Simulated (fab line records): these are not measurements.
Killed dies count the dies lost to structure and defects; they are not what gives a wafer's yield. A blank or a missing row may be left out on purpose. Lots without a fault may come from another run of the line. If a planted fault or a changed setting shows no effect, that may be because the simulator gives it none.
Chamber matching	flow n5 finfet	N5_HKMG_FIN_ETCH_35 on rie diel-05: 4 sister chambers
The step etches SOC in N2/H2, target depth 215.8 nm, time 243.4 s. 18 wafers are shown with their chamber, then 9 later ones without.

EACH WAFER AND ITS CHAMBER
wafer	chamber	showerhead plenum p Torr (Torr)	throttle valve pct (%)	oes product au (a.u.)
L074.1	2	2.60	17.55	0.93
L074.4	0	2.62	17.68	0.94
L074.6	0	2.62	17.69	0.94
L076.3	0	2.62	17.71	0.94
L076.4	3	2.49	17.56	0.88
L076.6	2	2.60	17.56	0.93
L086.1	2	2.59	17.62	0.87
L086.2	1	2.64	18.10	0.74
L086.3	3	2.48	17.56	0.86
L087.2	1	2.64	18.12	0.75
L087.4	3	2.48	17.57	0.85
L087.6	2	2.59	17.61	0.88
L088.1	0	2.60	17.75	0.88
L088.3	1	2.64	18.13	0.74
L088.4	2	2.59	17.62	0.87
L089.1	2	2.59	17.62	0.87
L089.3	1	2.64	18.13	0.73
L089.6	2	2.59	17.64	0.87

SIGNATURES (averages over the wafers above)
reading	chamber 0	chamber 1	chamber 2	chamber 3	scatter within a chamber
showerhead plenum p Torr	2.6150	2.6400	2.5929	2.4833	0.00603
throttle valve pct	17.7075	18.1200	17.6029	17.5633	0.0274
oes product au	0.9250	0.7400	0.8886	0.8633	0.0243
Rule: distance of a wafer from a chamber = root of the sum over the readings of ((wafer's reading minus chamber's mean) / reading's scatter) squared. The wafer belongs to the nearest chamber; if the next one is less than 2 further off, it can't be placed. The scatter is the square root of a quotient: the sum, over the shown wafers, of each reading's squared deviation from its chamber's mean, divided by wafers minus chambers.

WAFERS WITHOUT THEIR CHAMBER
wafer	showerhead plenum p Torr (Torr)	throttle valve pct (%)	oes product au (a.u.)
L091.1	2.48	17.60	0.85
L091.3	2.64	18.13	0.73
L091.4	2.58	17.63	0.87
L094.2	2.58	17.66	0.86
L094.5	2.60	17.76	0.86
L094.6	2.48	17.62	0.84
L095.1	2.60	17.75	0.86
L095.2	2.63	18.15	0.73
L095.3	2.47	17.61	0.83

THE CHAMBER EACH PASSED THROUGH
wafer	from the rows above	in truth
L091.1	3	3
L091.3	1	1
L091.4	2	2
L094.2	2	2
L094.5	can't be placed: 0 or 2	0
L094.6	3	3
L095.1	can't be placed: 0 or 2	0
L095.2	1	1
L095.3	3	3
Correctly placed: 7 of 9. Cannot be placed on the basis of these rows: 2; the candidates contain the true chamber in 2. Number placed wrongly: 0.
